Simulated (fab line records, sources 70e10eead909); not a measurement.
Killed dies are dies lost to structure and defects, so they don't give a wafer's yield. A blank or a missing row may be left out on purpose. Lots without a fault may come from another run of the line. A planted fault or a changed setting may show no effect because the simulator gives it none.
fab line records | flow nand_harc
record lots=6 wafers=17 last_day=33
route steps=1302 shown A_SGD_CUT@893 END@1302
lots that met no fault: from a run of the same line without faults
start_h: hours from the record's first day to the start of the lot's first wafer shown | wait_h: hours since the lot's step before | " the same as in the row above | L1.1+2: a row that stands for several wafers | - no value, or no start given | * or withheld: withheld | < > ~ a bound
route shown NAME@n: a module of which the file shows steps, and the number in the route of the first | usual: mean/standard deviation of fault-free wafers | same: alike in all rows | chamber/n: place in a boat | sites: the reading at each site | _std_site: their standard deviation | _edge_site: outer sites' mean less inner sites' | radius_mm: how far each site lies from the wafer's centre | mask NAME#n: copy n | behind: the tool/chamber that last shaped the wafer | hold: why the lot was held/for how many hours/how that ended | device: the transistor (n, p or np) that didn't switch | end of line: the same wafers' tests at the end of the route | a step without rows: its recipe alone | killed: dies lost to structure and defects at the first sort, not the wafer's yield | map: a wafer's dies, x killed, . not, _ none there
set.NAME: the setting as run; set.NAME@STEP: as run at that earlier step | model.NAME: the simulator's own value behind a step, which no gauge read
lots at some steps of the route; a table a step, a row a wafer
services: from which hour (start_h, from the record's first day; less than 0 if before it) a tool's chamber was out of use, for how many hours, and why
## steps
# step NHARC_A_SGD_CUT_COAT_56
# recipe temp_c=260 time_s=75
# step NHARC_A_SGD_CUT_COAT_57
# recipe temp_c=225 time_s=65
# step NHARC_A_SGD_CUT_COAT_03
# recipe spin_rpm=1500 resist_thk_nm=90
# step NHARC_A_SGD_CUT_SOFTBAKE_04
# recipe temp_c=105 time_s=55
# step NHARC_A_SGD_CUT_EBR_05
# step NHARC_A_SGD_CUT_EXPOSE_06
# recipe na=1.35 dose_mj=85.59 mask_id=SGD
# step NHARC_A_SGD_CUT_PEB_07
# recipe peb_temp_c=100 peb_time_s=65
# step NHARC_A_SGD_CUT_DEVELOP_08
# recipe develop_time_s=35 dev_temp_c=23
# step NHARC_A_SGD_CUT_CD_MEAS_09
# recipe target_cd_nm=100 landing_energy_ev=500
# usual cd_nm=99.8/0.54
# columns lot.wafer tool chamber start_h wait_h cd_nm
L865.3 cd_sem-02 0 488.21 - 99.9
L865.4 " 0 " " 99.5
L865.6 " 0 " " 99.7
L870.1 cd_sem-02 0 545.12 - 100.2
L870.3 " 0 " " 101.3
L870.4 " 0 " " 100.6
L871.3 cd_sem-03 0 559.31 - 99.9
L871.6 " 0 " " 99.9
L877.1 cd_sem-03 0 624.23 - 100.3
L877.3 " 0 " " 99.5
L877.5 " 0 " " 99.6
L881.2 cd_sem-01 0 651.51 - 100.4
L881.3 " 0 " " 99.8
L881.4 " 0 " " 99.6
L882.3 cd_sem-02 0 662.26 - 100.2
L882.4 " 0 " " 99.8
L882.5 " 0 " " 100.2
# step NHARC_A_SGD_CUT_OVL_MEAS_10
# usual overlay_x_nm=0.1/0.99 overlay_y_nm=0.0/0.88
# columns lot.wafer tool chamber start_h wait_h overlay_x_nm overlay_y_nm
L865.3 overlay-02 - 488.29 - -0.2 -0.6
L865.4 " - " " -0.1 0.1
L865.6 " - " " 0.5 -0.5
L870.1 overlay-02 - 545.21 - -1.4 -0.5
L870.3 " - " " -1.5 -1.3
L870.4 " - " " -1.9 -1.1
L871.3 overlay-02 - 559.39 - 0.6 -0.3
L871.6 " - " " 0.7 0.1
L877.1 overlay-01 - 624.32 - -0.1 0.6
L877.3 " - " " 0.2 -0.4
L877.5 " - " " -0.3 0.3
L881.2 overlay-01 - 651.60 - -0.5 0.3
L881.3 " - " " -1.1 0.0
L881.4 " - " " -0.5 0.4
L882.3 overlay-01 - 662.34 - 0.7 -1.1
L882.4 " - " " -0.1 -0.3
L882.5 " - " " 0.2 -0.5
# step NHARC_A_SGD_CUT_INSPECT_11
# usual raw_defect_count=57/24
# columns lot.wafer tool chamber start_h wait_h raw_defect_count
L865.3 defect_inspect-01 - 488.33 0.0 20
L865.4 " - " " 16
L865.6 " - " " 18
L870.1 defect_inspect-02 - 545.25 0.0 37
L870.3 " - " " 19
L870.4 " - " " 25
L871.3 defect_inspect-02 - 559.43 0.0 80
L871.6 " - " " 91
L877.1 defect_inspect-01 - 624.35 0.0 85
L877.3 " - " " 73
L877.5 " - " " 94
L881.2 defect_inspect-02 - 651.63 0.0 27
L881.3 " - " " 21
L881.4 " - " " 28
L882.3 defect_inspect-01 - 662.38 0.0 54
L882.4 " - " " 37
L882.5 " - " " 67
# step NHARC_A_SGD_CUT_DESCUM_14
# recipe time_s=3 o2_flow_sccm=200 ar_flow_sccm=0 bias_power_w=0 chemistry=O2
# usual drypump_motor_current_A=5.6/0.46 oes_product_au=0.999/0.0061 rf_vpp_V=57.9/0.89 showerhead_plenum_p_Torr=1.93/0.085 throttle_valve_pct=11.311/0.0089
# same time_s=3
# columns lot.wafer tool chamber start_h wait_h drypump_motor_current_A oes_product_au rf_hours_counter_h rf_vpp_V showerhead_plenum_p_Torr throttle_valve_pct
L865.3 rie_diel-08 2 488.40 0.1 6.1 0.998 5 58.4 2.05 11.313
L865.4 " 3 " " 5.7 0.998 5 58.7 2.05 11.305
L865.6 " 0 " " 4.6 1.002 - 57.1 1.79 11.315
L870.1 rie_diel-06 2 545.31 0.1 5.0 0.999 4 59.4 2.02 11.317
L870.3 " 3 " " 5.7 1.009 4 57.2 1.85 11.308
L870.4 " 0 " " 5.3 1.002 4 58.5 1.92 11.326
L871.3 rie_diel-06 2 559.49 0.1 5.0 0.995 5 58.6 2.02 11.297
L871.6 " 3 " " 5.8 0.987 - 57.2 1.85 11.308
L877.3 rie_diel-06 3 624.42 0.1 5.7 1.002 12 56.6 1.85 11.317
L877.1 " 0 " " 5.3 0.997 11 57.6 1.91 11.304
L877.5 " 2 " " 5.0 1.006 - 59.0 2.02 11.313
L881.3 rie_diel-06 0 651.69 0.1 5.3 1.004 15 57.2 1.91 11.308
L881.2 " 1 " " 5.6 1.009 14 57.4 1.96 11.297
L881.4 " 2 " " 5.0 0.998 14 58.2 2.02 11.316
L882.4 rie_diel-11 2 662.44 0.1 6.6 1.004 3 56.9 1.77 11.312
L882.3 " 1 " " 5.7 0.999 3 57.2 1.91 11.324
L882.5 " 3 " " 5.2 0.994 - 57.9 2.01 11.310
# step NHARC_A_SGD_CUT_ETCH_58
# recipe target_depth_a=390 over_etch_frac=0.3 time_s=65 ion_energy_ev=80 cf4_flow_sccm=150 ar_flow_sccm=0 rf_w=300 bias_w=100 chemistry=CF4
# usual drypump_motor_current_A=5.6/0.45 oes_product_au=0.999/0.0065 rf_vpp_V=151.4/1.3 run_length_s=86.2/0.42 showerhead_plenum_p_Torr=1.79/0.073 throttle_valve_pct=13.283/0.0095
# columns lot.wafer tool chamber start_h wait_h drypump_motor_current_A oes_product_au rf_hours_counter_h rf_vpp_V run_length_s showerhead_plenum_p_Torr throttle_valve_pct
L865.3 rie_diel-08 3 488.48 0.1 5.7 1.005 5 151.6 86.3 1.88 13.282
L865.4 " 0 " " 4.6 1.005 5 150.1 86.6 1.67 13.269
L865.6 " 3 " " 5.7 0.993 - 152.1 86.4 1.88 13.288
L870.3 rie_diel-06 0 545.39 0.1 5.3 1.009 4 150.6 69.3 1.77 13.305
L870.1 " 2 " " 5.0 0.993 4 152.3 86.0 1.86 13.295
L870.4 " 3 " " 5.8 0.999 4 148.9 85.8 1.71 13.284
L871.3 rie_diel-06 2 559.58 0.1 5.0 0.986 5 154.0 68.9 1.86 13.282
L871.6 " 1 " " 5.6 1.001 - 152.2 69.6 1.81 13.272
L877.3 rie_diel-06 2 624.50 0.1 5.0 0.990 11 151.6 85.7 1.86 13.288
L877.1 " 3 " " 5.8 0.998 12 149.8 85.9 1.71 13.286
L877.5 " 2 " " 5.0 0.987 - 152.9 86.1 1.86 13.292
L881.4 rie_diel-06 0 651.78 0.1 5.3 0.996 15 150.1 86.6 1.77 13.285
L881.3 " 1 " " 5.6 0.998 14 152.3 86.5 1.81 13.278
L881.2 " 2 " " 5.0 0.991 14 151.8 86.1 1.86 13.280
L882.4 rie_diel-11 2 662.53 0.1 6.6 0.987 3 150.8 85.5 1.65 13.295
L882.3 " 3 " " 5.2 0.990 4 153.8 85.6 1.86 13.289
L882.5 " 2 " " 6.6 0.991 - 151.3 85.5 1.65 13.279
# step NHARC_A_SGD_CUT_ETCH_59
# recipe target_depth_a=2600 over_etch_frac=0.25 time_s=406.25 ion_energy_ev=200 n2_flow_sccm=150 h2_flow_sccm=150 ar_flow_sccm=0 rf_w=400 bias_w=150 chemistry=N2/H2
# usual drypump_motor_current_A=5.6/0.45 oes_product_au=1.000/0.0062 rf_vpp_V=431.1/2.6 run_length_s=427.5/0.43 showerhead_plenum_p_Torr=2.06/0.094 throttle_valve_pct=14.171/0.008
# same time_s=406.25
# columns lot.wafer tool chamber start_h wait_h drypump_motor_current_A oes_product_au rf_hours_counter_h rf_vpp_V run_length_s showerhead_plenum_p_Torr throttle_valve_pct
L865.3 rie_diel-08 0 - - 4.6 1.001 5 425.8 427.8 1.91 14.175
L865.4 " 1 " " 6.1 1.001 5 430.9 427.8 2.08 14.175
L865.6 " 3 " " 5.7 1.007 - 436.4 427.3 2.19 14.172
L870.3 rie_diel-06 3 - - 5.8 1.001 4 429.9 427.0 1.97 14.167
L870.1 " 0 " " 5.4 0.994 4 428.8 428.0 2.04 14.177
L870.4 " 1 " " 5.7 1.000 4 432.4 428.0 2.09 14.166
L871.3 rie_diel-06 1 - - 5.6 1.000 5 432.1 428.0 2.09 14.170
L871.6 " 1 " " 5.6 0.998 - 432.1 427.6 2.09 14.184
L877.3 rie_diel-06 3 - - 5.8 1.003 12 427.1 427.2 1.97 14.167
L877.1 " 1 " " 5.6 1.012 11 431.4 427.5 2.09 14.156
L877.5 " 2 " " 5.0 0.998 - 433.7 427.1 2.16 14.177
L881.2 rie_diel-06 0 - - 5.3 0.991 15 430.0 428.0 2.04 14.170
L881.4 " 2 " " 5.0 0.994 14 434.3 427.0 2.16 14.179
L881.3 " 3 " " 5.7 1.005 15 428.4 427.0 1.96 14.168
L882.4 rie_diel-11 1 - - 5.7 1.002 3 430.9 427.5 2.04 14.160
L882.3 " 2 " " 6.6 0.991 3 426.2 427.1 1.88 14.187
L882.5 " 0 " " 5.7 0.995 - 430.9 427.3 1.98 14.172
# step NHARC_END_SORT_01
# recipe temp_c=25
# usual killed_at_array=52/16 killed_at_other=0.8/1.1 killed_at_periphery=4.2/2.5 killed_dies=57/16 killed_open=3.4/2 killed_short=2.6/1.6
# same gross_dies=677
# columns lot.wafer tool chamber start_h wait_h killed_at_array killed_at_other killed_at_periphery killed_dies killed_open killed_short
L865.3 prober-01 0 613.62 3.1 24 0 4 28 4 3
L865.6 prober-01 0 616.02 4.0 25 0 5 30 4 3
L870.3 prober-01 0 670.18 3.1 155 0 6 161 5 4
L871.3 prober-02 0 692.43 3.1 182 1 4 187 3 4
L871.6 prober-02 0 694.85 4.0 179 0 5 184 2 4
L877.1 prober-02 0 751.96 2.5 67 1 11 79 8 5
L877.3 prober-02 0 753.55 3.1 55 0 3 58 3 1
L877.5 prober-02 0 755.14 3.7 62 0 12 74 8 1
# killed by level:class
L865.3 A_CHANNEL_HOLE_D2:chamber_film_flake=8 P_ZERO_WELL:chamber_film_flake=3 A_CONTACT:chamber_film_flake=3 A_ONON_D1:geometric_particle:open=2 A_CHANNEL_HOLE_D1:chamber_film_flake=2 A_STAIRCASE:chamber_film_flake=2 P_CONTACT:geometric_particle:open=1 A_SOURCE_PLATE:geometric_particle:short=1
L865.6 A_CHANNEL_HOLE_D2:chamber_film_flake=8 A_CHANNEL_FILL_D2:chamber_film_flake=3 A_CHANNEL_FILL_D1:geometric_particle:open=2 A_WL_FILL:geometric_particle:short=2 P_ZERO_WELL:chamber_film_flake=2 A_CHANNEL_HOLE_D1:chamber_film_flake=2 A_STAIRCASE:chamber_film_flake=2 A_SLIT:chamber_film_flake=2
L870.3 A_SGD_CUT:area_etch=94 A_SLIT:chamber_film_flake=37 A_CHANNEL_HOLE_D2:chamber_film_flake=10 A_STAIRCASE:chamber_film_flake=3 A_WL_FILL:geometric_particle:open=2 P_CONTACT:chamber_film_flake=2 A_CONTACT:chamber_film_flake=2 P_GATE:geometric_particle:open=1
L871.3 A_SGD_CUT:area_etch=90 A_CHANNEL_HOLE_D1:chamber_film_flake=31 A_SLIT:chamber_film_flake=22 A_CHANNEL_HOLE_D2:chamber_film_flake=20 A_STAIRCASE:chamber_film_flake=5 A_CONTACT:chamber_film_flake=5 A_ONON_D1:geometric_particle:short=3 P_STI:chamber_film_flake=2
L871.6 A_SGD_CUT:area_etch=94 A_CHANNEL_HOLE_D1:chamber_film_flake=35 A_SLIT:chamber_film_flake=22 A_CHANNEL_HOLE_D2:chamber_film_flake=13 A_CONTACT:chamber_film_flake=5 A_STAIRCASE:chamber_film_flake=4 P_CONTACT:chamber_film_flake=3 A_ONON_D1:geometric_particle:short=2
L877.1 A_CHANNEL_HOLE_D1:chamber_film_flake=23 A_CHANNEL_HOLE_D2:chamber_film_flake=21 A_SLIT:chamber_film_flake=6 A_CONTACT:chamber_film_flake=6 P_M1:chamber_film_flake=5 A_WL_FILL:geometric_particle:short=4 P_M0:geometric_particle:open=2 A_SOURCE_PLATE:geometric_particle:open=2
L877.3 A_CHANNEL_HOLE_D1:chamber_film_flake=22 A_CHANNEL_HOLE_D2:chamber_film_flake=16 A_SLIT:chamber_film_flake=9 A_CONTACT:chamber_film_flake=3 P_M1:chamber_film_flake=2 A_ONON_D1:geometric_particle:open=1 A_CHANNEL_HOLE_D2:geometric_particle:open=1 A_CHANNEL_FILL_D2:geometric_particle:short=1
L877.5 A_CHANNEL_HOLE_D1:chamber_film_flake=22 A_CHANNEL_HOLE_D2:chamber_film_flake=21 P_M1:chamber_film_flake=6 A_CONTACT:chamber_film_flake=5 A_ZERO_WELL:chamber_film_flake=3 A_SLIT:chamber_film_flake=3 P_M0:geometric_particle:open=2 A_M0:geometric_particle:open=2
# map L870.3 (x killed, . not)
____________x____________
_________xx.xxx._________
_______xx....x..xx_______
______.xx.xxx......______
_____x.xx.xxx....x.x_____
____x.x...........x.x____
____xxx.....x........____
___x.xx.xxxx......x...___
___.x.....x..........x___
__xxxx............x....__
__.x..x.x..............__
_xxx...............x..x._
_xxx...............xx.x._
_xxx...............x...x_
_xxxx...............xxxx_
_xx................xxx.._
xxxx..............xxxxx.x
xxxxx..............xxxxxx
.xxx.............x.xx.x.x
xx....x.............xxx..
x.x.x..................xx
_....................x.x_
_x..x..................x_
_xx....x..............x._
_xx.x..........x........_
_xx..x.................._
__.x.xxx...............__
__.xx.x................__
___x.........x........___
___x..................___
____xxxx.............____
____..x......x.......____
_____.....xx...x...x_____
______..x..........______
_______..x........_______
_________xxx...._________
____________.____________
# map L871.3 (x killed, . not)
____________.____________
_________......._________
_______..........._______
______x............______
_____x.............._____
____.........x.......____
____..x..............____
___...................___
___.x....xx....x....x.___
__...x...x.x..x.x......__
__.x...x.x...x......x..__
_......x..xx..xx.x......_
_x.x....xxxx...x...xx.xx_
_....xx..xxx..x.x.xx...._
_xxxx....x...xx.x.x.x..x_
_x.x.....x.x.xxxx...xx.._
x.xx.xxx.xx.x.x.x...xxxxx
xxxx..xx.xx.x....xx...x.x
xxx.....x...xx.xx..xx.xxx
xxxx...x..xx..x.x.x...x..
.xxx......x.....x.x......
_.....xx..xx..xx.xx....._
_.........xxxx..x.x....._
_.....xxxx.xxxx..xx....._
_.............xxxxx...x._
_.......xx...xxxx.xx...._
__........x....xxxx....__
__x........x...xxxxx...__
___.......x....xx..xx.___
___............x......___
____..x.....x........____
____...x.......xx....____
_____..............._____
______........x....______
_______..........._______
_________......._________
____________.____________
## services
# columns tool chamber start_h hours kind
rie_diel-08 3 481.43 1.8 repair
rie_diel-06 - 484.29 9.0 pm
rie_diel-06 0 484.29 9.0 vent_cycle
rie_diel-06 1 484.29 9.0 vent_cycle
rie_diel-06 2 484.29 9.0 vent_cycle
rie_diel-06 3 484.29 9.0 vent_cycle
rie_diel-11 1 489.39 3.7 repair
rie_diel-08 2 492.27 7.4 repair
rie_diel-06 0 493.29 - clean
rie_diel-06 1 493.29 - clean
rie_diel-06 2 493.29 - clean
rie_diel-06 3 493.29 - clean
rie_diel-08 0 496.68 19.6 repair
rie_diel-06 0 517.79 - clean
rie_diel-06 1 517.79 - clean
rie_diel-08 - 525.32 1.3 repair
rie_diel-11 1 535.49 10.5 repair
rie_diel-08 - 544.80 9.0 pm
rie_diel-08 2 590.32 64.0 repair
rie_diel-11 1 593.45 16.5 repair
rie_diel-11 - 609.50 9.0 pm
rie_diel-08 3 624.70 7.7 repair
rie_diel-06 2 659.73 17.2 repair
rie_diel-06 - 661.29 9.0 pm
## key
first_sign step=NHARC_A_SGD_CUT_ETCH_58 reading=run_length_s direction=down sigmas=40 usual=* struck=*
effect step=NHARC_END_SORT_01 reading=killed_at_array direction=up sigmas=7.6 usual=52 struck=172
more_kills_born_at NHARC_A_SGD_CUT_ETCH_58@rie_diel-06=278
met_at NHARC_A_SGD_CUT_ETCH_58
struck_wafers L870.3,L871.3,L871.6
tester_left_out L870,L871
fault kind=process_parameter_drift tool=rie_diel-06 chamber=- onset_h=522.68 steps=NHARC_A_SGD_CUT_ETCH_58 channel=time_s offset=* shape=step end_h=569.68 scope=struck_wafers_only acts_in=* stated=*
# tester_left_out: of these lots the tester's yield and bins aren't shown, on N5 and GAA mostly nor the transistor test; their killed dies are dies lost to structure and defects alone, not to doping, threshold or leakage, so they don't give the yield
